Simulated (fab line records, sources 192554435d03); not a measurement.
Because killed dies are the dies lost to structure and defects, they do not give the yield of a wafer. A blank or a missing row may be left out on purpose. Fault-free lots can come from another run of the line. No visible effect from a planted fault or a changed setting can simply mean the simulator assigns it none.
Problem report, 8D (eight disciplines) form, completed by code | flow n5_finfet | the parts of the form that need people (team, actions taken, sign-off) are left out

== 1. PROBLEM STATEMENT ==
At N5_SD_EPI_N_COAT_32, spin_speed_rpm averages 1356.2 rpm over 6 wafers from 2 lots, while fault-free wafers read 1499.9 rpm, standard deviation 0.97. That is -99 or more standard deviations from the usual mean.
The step: time 60 s, resist thk 350 nm.
Seen first at day 5 00:20 on litho_track-03, wafer L737.1. At this step, 30 wafers from 10 lots have a number in the record. Rule for "out", or "out of limits": more than 4 standard deviations from the usual mean. The other wafers with a number count as sound.

== 2. WHAT IT IS AND WHAT IT IS NOT ==
question                    | is                     | is not
which readings at this step | spin_speed_rpm         | heater_power_total_W
which lots                  | L737, L740             | L731, L733, L734, L738, L745, L748, L749, L751
which wafers of those lots  | all that have a number | -
read on which tools         | litho_track-03         | litho_track-01, litho_track-05
when                        | from day 5 00:20       | up to then (9 sound wafers); but 15 sound wafers of L738, L745, L748, L749, L751 came after

== 3. WHAT RULES OUT EACH SUSPECT ==
Counting: a tool at any process step up to the reading remains a suspect when it ran all the lots that are out and ran no sound lot after the first of those.
- rie_diel-02 at N5_DUMMY_GATE_ETCH_31 (etches SiO2 in C4F6/O2, target depth 82.5 nm, time 27.5 s): ruled out as a lasting fault. Following L737 (day 4 22:59), the first lot on it that is out, the sound lots L745 were run on it.
- litho_track-03 at N5_SD_EPI_N_COAT_32 (time 60 s, resist thk 350 nm): kept. It ran every lot that is out, first L737 (day 5 00:20), and no sound lot after that; its last sound lot up to then is L734 (day 4 08:44). On those wafers its own readings are out: spin_speed_rpm.
After counting, what remains is litho_track-03 at N5_SD_EPI_N_COAT_32.

== 4. THE CAUSE (what the simulator had put in) ==
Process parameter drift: litho_track-03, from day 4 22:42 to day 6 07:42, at N5_SD_EPI_N_COAT_32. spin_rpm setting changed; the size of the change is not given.
Counting left only this tool.

== 5. THE EFFECT CHAIN, in route order ==
One row per reading whose mean, taken over the struck wafers that have a number, lies over 3 standard deviations from the usual. Scope: only readings with a usual standard deviation given in the record; hours: median across lots of the time from each lot's start at the first step in this table that gives one to its start at this step; sigmas: change in usual standard deviations.
hours | step                | reading        | usual      | on struck wafers | change | sigmas
0     | N5_SD_EPI_N_COAT_32 | spin_speed_rpm | 1499.9 rpm | 1356.2           | -143.8 | -99 or more
Process steps it contains:
- N5_SD_EPI_N_COAT_32: time 60 s, resist thk 350 nm.
At these later measuring or inspecting steps, every struck wafer for which the step has a row has a number for every such reading, and none has moved that far: N5_BEOL_M4_RC_MEAS_101.

== 6. WHAT WOULD HAVE CAUGHT IT SOONER ==
The fault began at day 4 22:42; the first out-of-limits reading in this record came at day 5 00:20, 2 hours later.
